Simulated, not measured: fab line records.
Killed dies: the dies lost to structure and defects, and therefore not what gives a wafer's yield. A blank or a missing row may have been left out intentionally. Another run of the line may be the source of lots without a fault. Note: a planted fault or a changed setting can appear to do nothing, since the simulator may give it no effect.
Chamber matching | flow n5 finfet | 3 sister chambers for N5_BEOL_M5_CO_CAP_78 on cvd co-01
The step material Co, precursor CCTBA/H2, target thk 2 nm, time 102.1 s. 6 wafers are shown with their chamber, then 6 later ones without.

EACH WAFER AND ITS CHAMBER
wafer  | chamber | heater power w (W)
L448.4 | 0       | 250
L450.4 | 0       | 239
L452.6 | 2       | 226
L456.1 | 2       | 228
L456.2 | 1       | 233
L456.4 | 1       | 236

WAFERS WHOSE CHAMBER IS MISSING
wafer  | heater power w (W)
L461.4 | 247
L461.5 | 236
L461.6 | 223
L463.2 | 236
L463.3 | 248
L463.5 | 243

WHICH CHAMBER EACH WENT THROUGH
wafer  | from the rows above          | in truth
L461.4 | 0                            | 0
L461.5 | can't be placed: 1 or 0 or 2 | 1
L461.6 | can't be placed: 2 or 1      | 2
L463.2 | can't be placed: 1 or 0 or 2 | 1
L463.3 | 0                            | 0
L463.5 | can't be placed: 0 or 1      | 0
2 of 6 placed correctly. Cannot be placed on the basis of these rows: 4; the candidates contain the true chamber in 4. Placed wrongly: 0.
How it was worked out, from the rows above alone: a wafer's distance from a chamber is the root of the sum, over the readings, of the square of ((its reading less the chamber's mean) divided by the reading's scatter). If the next closest chamber is less than 2 further off than the closest, the wafer can't be placed; otherwise it belongs to the closest. The mean given for a chamber averages the wafers shown for that chamber. How the scatter is found: for the shown wafers, subtract from each reading the mean of its chamber, square and add these, divide the total by (wafers less chambers), then take the root.
